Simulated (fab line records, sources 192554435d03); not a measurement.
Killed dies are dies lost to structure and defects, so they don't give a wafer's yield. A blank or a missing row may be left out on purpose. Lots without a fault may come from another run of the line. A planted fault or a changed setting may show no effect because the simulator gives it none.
fab line records | flow n5_finfet
record lots=7 wafers=39
route steps=1938 shown FIN_SAQP@94 MOL_CONTACT_COAG@605 BEOL_M2@857 BEOL_M3@969 BEOL_M7@1329 BEOL_M9@1443 BEOL_M13@1706
start_h: hours from the record's first day to the start of the lot's first wafer shown | wait_h: hours since the lot's step before | " the same as in the row above | L1.1+2: a row that stands for several wafers | - no value, or no start given | * or withheld: withheld | < > ~ a bound
route shown NAME@n: a module of which the file shows steps, and the number in the route of the first | usual: mean/standard deviation of fault-free wafers | same: alike in all rows | chamber/n: place in a boat | sites: the reading at each site | _std_site: their standard deviation | _edge_site: outer sites' mean less inner sites' | radius_mm: how far each site lies from the wafer's centre | mask NAME#n: copy n | behind: the tool/chamber that last shaped the wafer | hold: why the lot was held/for how many hours/how that ended | device: the transistor (n, p or np) that didn't switch | end of line: the same wafers' tests at the end of the route | a step without rows: its recipe alone | killed: dies lost to structure and defects at the first sort, not the wafer's yield | map: a wafer's dies, x killed, . not, _ none there
set.NAME: the setting as run; set.NAME@STEP: as run at that earlier step | model.NAME: the simulator's own value behind a step, which no gauge read
lots whose settings were changed on purpose; a table a step, a row a wafer
## steps
# step N5_FIN_SAQP_ALD_61
# recipe material=SiO2 target_thk_a=40 temp_c=300 ald_precursor_family=BDEAS ald_co_reactant=O2-plasma pulse_time_s=1 purge_time_s=2 co_reactant_purge_time_s=2 ald_cycles=43 pressure_torr=2
# columns lot.wafer tool chamber start_h wait_h set.ald_cycles model.SiO2_of_FIN_SAQP_ALD_61.thk_nm
L079.1 ald_sin-04 3 50.63 0.0 43 4.052
L079.2 " 2 " " 43 4.034
L079.3 " 0 " " 31 2.921
L079.4 " 1 " " 31 2.873
L079.5 " 3 " " 31 2.915
L079.6 " 2 " " 43 4.019
L080.1 ald_sin-04 3 59.43 0.1 61 5.705
L080.2 " 2 " " 61 5.696
L080.3 " 0 " " 43 4.022
L080.4 " 1 " " 43 4.008
L080.5 " 1 " " 61 5.684
L080.6 " 2 " " 43 4.006
L081.1 ald_sin-01 3 62.38 0.0 43 3.993
L081.3 " 2 " " 43 4.032
L081.6 " 2 " " 43 4.026
L085.1 ald_sin-02 1 89.01 1.3 43 4.002
L085.2 " 3 " " 43 4.003
L085.3 " 0 " " 30 2.806
L085.4 " 2 " " 43 3.989
L085.5 " 2 " " 30 2.791
L085.6 " 3 " " 30 2.781
L092.1 ald_sin-04 3 129.04 0.0 43 4.036
L092.2 " 1 " " 43 4.003
L092.3 " 0 " " 43 4.025
L092.4 " 1 " " 29 2.693
L092.5 " 3 " " 29 2.735
L092.6 " 0 " " 29 2.715
L093.1 ald_sin-04 3 134.77 0.0 43 4.017
L093.2 " 2 " " 35 3.234
L093.3 " 0 " " 35 3.243
L093.4 " 1 " " 43 3.981
L093.5 " 2 " " 35 3.238
L093.6 " 3 " " 43 4.007
L095.1+5 ald_sin-04 0 146.54 0.0 43 4.016
L095.2 " 3 " " 43 4.047
L095.3 " 2 " " 43 3.991
L095.4 " 1 " " 43 4.02
L095.6 " 3 " " 43 4.034
# step N5_MOL_CONTACT_COAG_DESCUM_45
# recipe chemistry=O2 time_s=7 source_power_w=50 bias_power_w=20 pressure_mtorr=20 rf_frequency_hz=2.712e+07 temp_c=40 resist=CAR-EUV o2_flow_sccm=225
# columns lot.wafer tool chamber start_h wait_h set.time_s model.CAR-EUV_of_MOL_CONTACT_COAG_COAT_34.thk_nm
L079.1+5+6 rie_diel-05 1,0,3 133.28 0.0 10.98 34.2
L079.2 " 2 " " 7 36
L079.3+4 " 0,3 " " 7 36.2
L081.1 rie_diel-01 0 141.36 0.0 7 36.2
L081.3+6 " 2,3 " " 7 36
L080.1+3+4 rie_diel-05 1,2,3 142.04 0.2 10.99 34.2
L080.2 " 0 " " 7 36.2
L080.5+6 " 2,3 " " 7 36
L085.1+2+3+4+5+6 rie_diel-01 1,2,0,3,0,1 169.95 0.0 7 36.2
L092.1+4+5 rie_diel-06 0,1,1 205.19 0.0 11 34.2
L092.2+6 " 3,2 " " 7 36
L092.3 " 2 " " 7 36.2
L093.1+2 rie_diel-05 2,1 215.84 0.0 7 36.2
L093.3 " 3 " " 3.095 38.2
L093.4+6 " 2,1 " " 3.095 38
L093.5 " 3 " " 7 36
L095.1+2+5 rie_diel-06 2,0,1 226.81 0.0 7 36.2
L095.3+4+6 " 1,3,0 " " 5.414 37
# step N5_MOL_CONTACT_COAG_VIA_ETCH_117
# recipe chemistry=C4F6/O2 target_depth_a=400 overetch_a=80 mask_material=SOC target=SiO2 bias_w=455 pressure_mtorr=10 time_s=26 source_w=325 Ar_flow_sccm=300 C4F6_flow_sccm=10 O2_flow_sccm=10 ion_energy_ev=575.3 ends=end_point
# columns lot.wafer tool chamber start_h wait_h set.target_depth_a model.SOC_of_MOL_CONTACT_COAG_COAT_62.thk_nm
L079.1 rie_diel-06 0 133.77 0.0 400 51.2
L079.2 " 1 " " 577.3 49.2
L079.3 " 3 " " 577.3 49.4
L079.4+6 " 2,1 " " 400 51.4
L079.5 " 0 " " 577.3 49
L081.1+3+6 rie_diel-05 3,2,0 141.85 0.0 400 51.8
L080.1+2+6 rie_diel-05 0,2,0 142.51 0.0 614.3 48.8
L080.3+4 " 3,1 " " 400 51.2
L080.5 " 1 " " 400 51.4
L085.1 rie_diel-01 3 170.50 0.0 400 51.8
L085.2+5+6 " 1,2,3 " " 400 51.6
L085.3+4 " 2,0 " " 400 52
L092.1+4 rie_diel-06 0,3 205.66 0.0 400 51.4
L092.2+3 " 2,1 " " 400 51.6
L092.5 " 1 " " 400 51.8
L092.6 " 0 " " 400 51.2
L093.1+6 rie_diel-05 2 216.46 0.0 513 50.2
L093.2+5 " 1 " " 400 51.6
L093.3 " 3 " " 513 50.4
L093.4 " 3 " " 400 51.8
L095.1 rie_diel-01 0 227.56 0.0 400 51.8
L095.2 " 1 " " 400 51.6
L095.3+4+5+6 " 2,3,2,1 " " 400 51.4
# step N5_MOL_CONTACT_COAG_ETCH_124
# recipe chemistry=CH3F/O2 target=SiNx target_depth_a=65 mask_material=SOC stop_on=SiOC over_etch_frac=0.3 ion_energy_ev=120 pressure_mtorr=30 source_w=395 bias_w=73 Ar_flow_sccm=150 CH3F_flow_sccm=30 O2_flow_sccm=20 ends=end_point
# columns lot.wafer tool chamber start_h wait_h set.target_depth_a@MOL_CONTACT_COAG_VIA_ETCH_117 model.SOC_of_MOL_CONTACT_COAG_COAT_62.thk_nm model.etch.depth_nm
L079.1 rie_diel-06 0 133.79 0.0 400 48 5.004
L079.2 " 1 " " 577.3 46 3.834
L079.3 " 3 " " 577.3 46.2 3.817
L079.4 " 2 " " 400 48.4 4.984
L079.5 " 0 " " 577.3 45.8 3.811
L079.6 " 1 " " 400 48.4 5.01
L081.1 rie_diel-05 3 141.88 0.0 400 48.8 4.975
L081.3 " 2 " " 400 48.6 4.979
L081.6 " 0 " " 400 48.8 4.964
L080.1 rie_diel-05 0 142.54 0.0 614.3 45.8 3.597
L080.2 " 2 " " 614.3 45.8 3.626
L080.3 " 3 " " 400 48.2 4.999
L080.4 " 1 " " 400 48.2 4.996
L080.5 " 1 " " 400 48.4 5.048
L080.6 " 0 " " 614.3 45.8 3.59
L085.1 rie_diel-01 3 170.53 0.0 400 48.6 4.982
L085.2 " 1 " " 400 48.4 5.028
L085.3 " 2 " " 400 49 4.992
L085.4 " 0 " " 400 49 5.017
L085.5 " 2 " " 400 48.6 5.033
L085.6 " 3 " " 400 48.4 5.013
L092.1 rie_diel-06 0 205.69 0.0 400 48.4 4.996
L092.2 " 2 " " 400 48.6 4.99
L092.3 " 1 " " 400 48.6 5.018
L092.4 " 3 " " 400 48.2 4.998
L092.5 " 1 " " 400 48.8 4.99
L092.6 " 0 " " 400 48.2 5.029
L093.1+6 rie_diel-05 2 216.49 0.0 513 47.2 4.24
L093.2 " 1 " " 400 48.6 4.976
L093.3 " 3 " " 513 47.2 4.228
L093.4 " 3 " " 400 48.8 4.99
L093.5 " 1 " " 400 48.6 4.993
L095.1 rie_diel-01 0 227.59 0.0 400 48.8 4.993
L095.2 " 1 " " 400 48.4 5
L095.3 " 2 " " 400 48.4 4.978
L095.4 " 3 " " 400 48.2 4.996
L095.5 " 2 " " 400 48.4 4.993
L095.6 " 1 " " 400 48.2 5.01
# step N5_MOL_CONTACT_COAG_ETCH_48
# recipe chemistry=C4F6/O2 target_depth_a=150 overetch_a=45 mask_material=SOC target=SiOC bias_w=465 pressure_mtorr=10 time_s=17 source_w=335 Ar_flow_sccm=300 C4F6_flow_sccm=10 O2_flow_sccm=10 ion_energy_ev=576
# columns lot.wafer tool chamber start_h wait_h set.target_depth_a@MOL_CONTACT_COAG_VIA_ETCH_117 model.SOC_of_MOL_CONTACT_COAG_COAT_62.thk_nm
L079.1 rie_diel-06 0 133.83 0.0 400 45.2
L079.2 " 1 " " 577.3 43.4
L079.3 " 3 " " 577.3 43.6
L079.4+6 " 2,1 " " 400 45.8
L079.5 " 0 " " 577.3 43.2
L081.1+3+6 rie_diel-05 3,2,0 141.92 0.0 400 46.2
L080.1+6 rie_diel-05 0 142.58 0.0 614.3 43.2
L080.2 " 2 " " 614.3 43
L080.3+4+5 " 3,1,1 " " 400 45.6
L085.1+5 rie_diel-01 3,2 170.57 0.0 400 46
L085.2+6 " 1,3 " " 400 45.8
L085.3+4 " 2,0 " " 400 46.4
L092.1+4 rie_diel-06 0,3 205.73 0.0 400 45.6
L092.2 " 2 " " 400 46
L092.3 " 1 " " 400 45.8
L092.5 " 1 " " 400 46.2
L092.6 " 0 " " 400 45.4
L093.1+3+6 rie_diel-05 2,3,2 216.53 0.0 513 44.6
L093.2+5 " 1 " " 400 46
L093.4 " 3 " " 400 46.2
L095.1 rie_diel-01 0 227.63 0.0 400 46.2
L095.2+5 " 1,2 " " 400 45.8
L095.3+4+6 " 2,3,1 " " 400 45.6
# step N5_BEOL_M2_DESCUM_16
# recipe chemistry=O2 time_s=7 source_power_w=50 bias_power_w=20 pressure_mtorr=20 rf_frequency_hz=2.712e+07 temp_c=40 resist=CAR-EUV o2_flow_sccm=225
# columns lot.wafer tool chamber start_h wait_h set.time_s model.CAR-EUV_of_BEOL_M2_COAT_05.thk_nm
L079.1+2+5 rie_diel-06 0,2,0 166.06 0.0 4.032 27.6
L079.3+4 " 3,1 " " 7 26
L079.6 " 1 " " 7 26.2
L081.1 rie_diel-06 1 173.42 0.0 7 26
L081.3+6 " 0,2 " " 7 26.2
L080.1+6 rie_diel-01 3 175.52 0.0 7 26
L080.2 " 1 " " 10.81 24
L080.3 " 0 " " 7 26.2
L080.4+5 " 2 " " 10.81 24.2
L085.1 rie_diel-05 2 207.61 0.2 4.073 27.6
L085.2+3+5 " 3,1,1 " " 7 26
L085.4+6 " 0 " " 4.073 27.4
L092.1+3+5 rie_diel-05 1,3,1 234.36 0.0 7 26.2
L092.2+4+6 " 2,2,3 " " 9.935 24.8
L093.1+3 rie_diel-01 1,3 247.54 0.0 7 26
L093.2+6 " 0,2 " " 4.493 27.4
L093.4 " 2 " " 4.493 27.2
L093.5 " 1 " " 7 26.2
L095.1+6 rie_diel-06 1 260.60 0.0 7 26
L095.2+3+5 " 3,0,0 " " 4.522 27.2
L095.4 " 3 " " 7 25.8
# step N5_BEOL_M3_DESCUM_33
# recipe chemistry=O2 time_s=7 source_power_w=50 bias_power_w=20 pressure_mtorr=20 rf_frequency_hz=2.712e+07 temp_c=40 resist=CAR-EUV o2_flow_sccm=225
# columns lot.wafer tool chamber start_h wait_h set.time_s model.CAR-EUV_of_BEOL_M3_COAT_22.thk_nm
L079.1+2+4 rie_diel-02 1,0,2 179.06 0.0 7 26
L079.3 " 2 " " 2.864 28
L079.5+6 " 0,1 " " 2.864 28.2
L080.1+4 rie_diel-02 2 184.66 0.0 7 26
L080.2+3 " 1,0 " " 3.711 27.8
L080.5 " 1 " " 3.711 27.6
L080.6 " 0 " " 7 26.2
L081.1+3 rie_diel-03 2,0 189.56 0.2 7 26.2
L081.6 " 1 " " 7 26
L085.1+3+4 rie_diel-03 3,1,0 222.08 0.0 7 26.2
L085.2 " 2 " " 3.472 28
L085.5+6 " 1,2 " " 3.472 27.8
L092.1+2+6 rie_diel-02 2,1,2 245.96 0.0 8.509 25.4
L092.3+4+5 " 3,0,3 " " 7 26.2
L093.1+4 rie_diel-04 0,3 263.56 0.1 7 26
L093.2+3+6 " 2,1,3 " " 10.28 24.4
L093.5 " 0 " " 7 26.2
L095.1+3 rie_diel-03 0,2 281.30 0.0 7 26
L095.2 " 1 " " 8.111 25.4
L095.4 " 3 " " 7 26.2
L095.5+6 " 1,0 " " 8.111 25.6
# step N5_BEOL_M7_DEP_56
# recipe material=SiCN target_thk_a=100 temp_c=withheld precursor=3MS/NH3 pressure_torr=3 rf_w=202 time_s=17.5
# columns lot.wafer tool chamber start_h wait_h set.target_thk_a model.SiCN_of_BEOL_M7_DEP_56.thk_nm
L079.1+3 pecvd-02 1,2 230.23 0.0 100 9.8
L079.2+4+5+6 " 0,0,1,2 " " 100 10
L081.1+3 pecvd-03 0,2 238.03 0.0 100 10
L081.6 " 2 " " 100 10.4
L080.1+2+3+4+6 pecvd-01 0,2,1,1,2 238.26 0.0 100 9.8
L080.5 " 0 " " 100 10
L085.1+6 pecvd-02 0,2 280.88 0.0 100 9.8
L085.2 " 2 " " 100 9.6
L085.3 " 1 " " 75.58 7.2
L085.4+5 " 1,0 " " 75.58 7.4
L092.1+3+4+5+6 pecvd-03 2 306.35 0.1 100 10.2
L092.2 " 2 " " 100 10.4
L093.1+2 pecvd-03 0,1 319.27 0.0 115.6 11.6
L093.3 " 2 " " 115.6 11.4
L093.4+5 " 2,0 " " 100 10.2
L093.6 " 1 " " 100 10
L095.1+6 pecvd-01 1 333.55 0.0 58.69 5.8
L095.2 " 2 " " 100 10.2
L095.3+4 " 0,2 " " 100 10
L095.5 " 0 " " 58.69 6
# step N5_BEOL_M9_VIA_ETCH_34
# recipe chemistry=C4F6/O2 target=SiCOH_lowk target_depth_a=1824 mask_material=SOC taper_deg=4 time_s=68.4 ion_energy_ev=250 pressure_mtorr=30 source_w=345 bias_w=185 Ar_flow_sccm=300 C4F6_flow_sccm=10 O2_flow_sccm=10
# columns lot.wafer tool chamber start_h wait_h set.target_depth_a model.etch.depth_nm model.SOC_of_BEOL_M9_COAT_63.thk_nm
L079.1 rie_diel-03 2 241.22 0.0 2466 246.4 47.8
L079.2 " 3 " " 1824 179.9 51.2
L079.3 " 1 " " 1824 184.3 50.6
L079.4 " 1 " " 2466 249 47.4
L079.5 " 2 " " 2466 248.7 47.6
L079.6 " 3 " " 1824 179.4 51.2
L080.1 rie_diel-04 1 253.73 0.0 1824 183.6 51.4
L080.2+5 " 3,1 " " 1824 185 51.2
L080.3 " 0 " " 1824 188.2 51.4
L080.4 " 0 " " 1824 188.9 51.4
L080.6 " 3 " " 1824 184.2 51.2
L081.1 rie_diel-04 3 255.83 0.0 1824 183.3 50.6
L081.3 " 0 " " 1824 187.1 50.8
L081.6 " 0 " " 1824 187.1 51
L085.1 rie_diel-04 0 291.46 0.0 2748 276.1 46.6
L085.2 " 1 " " 1824 179.6 51.2
L085.3 " 3 " " 2748 268.9 46.8
L085.4 " 2 " " 1824 180.2 51.2
L085.5 " 2 " " 2748 272.4 46.6
L085.6 " 1 " " 1824 179.5 51.2
L092.1 rie_diel-04 1 321.09 0.0 1824 181.7 51
L092.2 " 3 " " 1824 183.6 50.6
L092.3 " 2 " " 1824 184.3 51
L092.4 " 2 " " 1824 184.4 51
L092.5 " 1 " " 1824 182 51
L092.6 " 3 " " 1824 182.7 51.2
L093.1 rie_diel-04 1 333.06 0.0 1824 180.6 50.8
L093.2 " 0 " " 1490 153.9 52.2
L093.3 " 2 " " 1490 149.5 52.4
L093.4 " 3 " " 1490 149.4 52.4
L093.5 " 3 " " 1824 184.2 50.8
L093.6 " 2 " " 1824 181.9 50.6
L095.1 rie_diel-02 3 346.05 0.0 1338 133.1 53.4
L095.2 " 0 " " 1338 132.9 53.6
L095.3 " 2 " " 1824 175.6 51.6
L095.4 " 1 " " 1824 176.4 51.6
L095.5 " 2 " " 1338 129 54
L095.6 " 3 " " 1824 182.6 50.8
# step N5_BEOL_M13_SPUTTER_44
# recipe material=Ta target_thk_a=100 temp_c=50 bias_v=80 power_w=15000 chamber_pressure_pa=0.07 time_s=16.13
# columns lot.wafer tool chamber start_h wait_h set.time_s model.Ta_of_BEOL_M13_SPUTTER_44.thk_nm
L079.1 pvd_sputter-02 - 281.59 0.0 16.13 10
L079.2+5 " - " " 12.4 7.6
L079.3 " - " " 12.4 7.8
L079.4 " - " " 16.13 10.2
L079.6 " - " " 16.13 9.8
L080.1 pvd_sputter-01 - 286.06 0.0 20.97 13
L080.2+4 " - " " 20.97 13.4
L080.3+5+6 " - " " 16.13 10.4
L081.1 pvd_sputter-02 - 289.24 0.0 16.13 10.4
L081.3 " - " " 16.13 10
L081.6 " - " " 16.13 10.2
L085.1 pvd_sputter-03 - 319.32 0.0 22.47 13.6
L085.2+3+6 " - " " 16.13 9.8
L085.4+5 " - " " 22.47 13.8
L092.1+3+6 pvd_sputter-01 - 357.28 0.0 23.99 15
L092.2 " - " " 16.13 9.8
L092.4 " - " " 16.13 10
L092.5 " - " " 16.13 10.2
L093.1+3+4 pvd_sputter-03 - 366.56 0.0 16.13 9.8
L093.2+5+6 " - " " 11.36 6.8
L095.1+6 pvd_sputter-01 - 372.88 0.0 16.13 10.2
L095.2 " - " " 16.13 10
L095.3+4 " - " " 19.64 12.4
L095.5 " - " " 19.64 12.2
# step N5_BEOL_M13_SPUTTER_45
# recipe material=Cu target_thk_a=800 temp_c=-20 bias_v=60 power_w=26000 chamber_pressure_pa=0.13 time_s=13.33
# step N5_BEOL_M13_ECD_47
# recipe material=Cu target_thk_a=9360
# step N5_BEOL_M13_ANNEAL_48
# recipe temp_c=225 time_s=90 ambient=N2
# step N5_BEOL_M13_CMP_49
# recipe stop_on=SiOC t_overpolish_s=17.1 down_force_psi=1 platen_rpm=50 clearing_platen_down_force_psi=1.5 clearing_platen_rpm=50 post_cmp_clean=cu_alkaline target_thk_nm=420 clearing_platen_pad_velocity_m_s=0.99484 pad_velocity_m_s=0.99484
# usual barrier_field_endpoint_s=30.1/0.8
# columns lot.wafer tool chamber start_h wait_h set.time_s@BEOL_M13_SPUTTER_44 barrier_field_endpoint_s
L079.4 cmp-01 2 282.60 0.1 16.13 29.9
L079.3 " 3 " " 12.4 27.9
L079.1 " 0 " " 16.13 30.5
L079.2 " 1 " " 12.4 26.7
L079.5 " 2 " " 12.4 27.9
L079.6 " 3 " " 16.13 30.8
L080.3 cmp-01 2 286.73 0.2 16.13 31.2
L080.4 " 3 " " 20.97 35.8
L080.2 " 0 " " 20.97 34.8
L080.1 " 1 " " 20.97 33.8
L080.6 " 2 " " 16.13 30.4
L080.5 " 3 " " 16.13 31.1
L081.1 cmp-04 2 290.02 0.3 16.13 30.1
L081.3 " 0 " " 16.13 29.6
L081.6 " 2 " " 16.13 30.5
L085.3 cmp-02 2 319.98 0.2 16.13 30.2
L085.2 " 3 " " 16.13 30.2
L085.1 " 0 " " 22.47 36.5
L085.4 " 1 " " 22.47 34.9
L085.5 " 2 " " 22.47 35.1
L085.6 " 3 " " 16.13 29.7
L092.1 cmp-04 0 358.21 0.5 23.99 35.5
L092.3 " 1 " " 23.99 36.2
L092.2 " 2 " " 16.13 30.6
L092.4 " 3 " " 16.13 30.5
L092.5 " 0 " " 16.13 30.5
L092.6 " 1 " " 23.99 36.0
L093.4 cmp-04 3 367.22 0.1 16.13 31.1
L093.3 " 0 " " 16.13 29.9
L093.2 " 1 " " 11.36 26.1
L093.1 " 2 " " 16.13 30.4
L093.5 " 3 " " 11.36 26.7
L093.6 " 0 " " 11.36 26.6
L095.3 cmp-02 2 373.83 0.2 19.64 33.4
L095.2 " 3 " " 16.13 30.1
L095.4 " 0 " " 19.64 32.7
L095.1 " 1 " " 16.13 29.2
L095.5 " 2 " " 19.64 32.4
L095.6 " 3 " " 16.13 30.3
## key
split step=N5_FIN_SAQP_ALD_61 setting=ald_cycles stated=43 by=wafer
response step=N5_FIN_SAQP_ALD_61 reading=model.SiO2_of_FIN_SAQP_ALD_61.thk_nm change=+0.0402 per=1% r=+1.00
split step=N5_MOL_CONTACT_COAG_DESCUM_45 setting=time_s stated=7 by=wafer
response step=N5_MOL_CONTACT_COAG_DESCUM_45 reading=model.CAR-EUV_of_MOL_CONTACT_COAG_COAT_34.thk_nm change=-0.0336 per=1% r=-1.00
split step=N5_MOL_CONTACT_COAG_VIA_ETCH_117 setting=target_depth_a stated=400 by=wafer
response step=N5_MOL_CONTACT_COAG_VIA_ETCH_117 reading=model.SOC_of_MOL_CONTACT_COAG_COAT_62.thk_nm change=-0.0473 per=1% r=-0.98
response step=N5_MOL_CONTACT_COAG_ETCH_124 reading=model.SOC_of_MOL_CONTACT_COAG_COAT_62.thk_nm change=-0.0487 per=1% r=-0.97
response step=N5_MOL_CONTACT_COAG_ETCH_124 reading=model.etch.depth_nm change=-0.0264 per=1% r=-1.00
response step=N5_MOL_CONTACT_COAG_ETCH_48 reading=model.SOC_of_MOL_CONTACT_COAG_COAT_62.thk_nm change=-0.0481 per=1% r=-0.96
split step=N5_BEOL_M2_DESCUM_16 setting=time_s stated=7 by=wafer
response step=N5_BEOL_M2_DESCUM_16 reading=model.CAR-EUV_of_BEOL_M2_COAT_05.thk_nm change=-0.0352 per=1% r=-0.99
split step=N5_BEOL_M3_DESCUM_33 setting=time_s stated=7 by=wafer
response step=N5_BEOL_M3_DESCUM_33 reading=model.CAR-EUV_of_BEOL_M3_COAT_22.thk_nm change=-0.0352 per=1% r=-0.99
split step=N5_BEOL_M7_DEP_56 setting=target_thk_a stated=100 by=wafer
response step=N5_BEOL_M7_DEP_56 reading=model.SiCN_of_BEOL_M7_DEP_56.thk_nm change=+0.0997 per=1% r=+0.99
split step=N5_BEOL_M9_VIA_ETCH_34 setting=target_depth_a stated=1824 by=wafer
response step=N5_BEOL_M9_VIA_ETCH_34 reading=model.etch.depth_nm change=+1.83 per=1% r=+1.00
response step=N5_BEOL_M9_VIA_ETCH_34 reading=model.SOC_of_BEOL_M9_COAT_63.thk_nm change=-0.0909 per=1% r=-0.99
split step=N5_BEOL_M13_SPUTTER_44 setting=time_s stated=16.13 by=wafer
response step=N5_BEOL_M13_SPUTTER_44 reading=model.Ta_of_BEOL_M13_SPUTTER_44.thk_nm change=+0.101 per=1% r=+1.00
response step=N5_BEOL_M13_CMP_49 reading=barrier_field_endpoint_s change=+0.126 per=1% r=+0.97
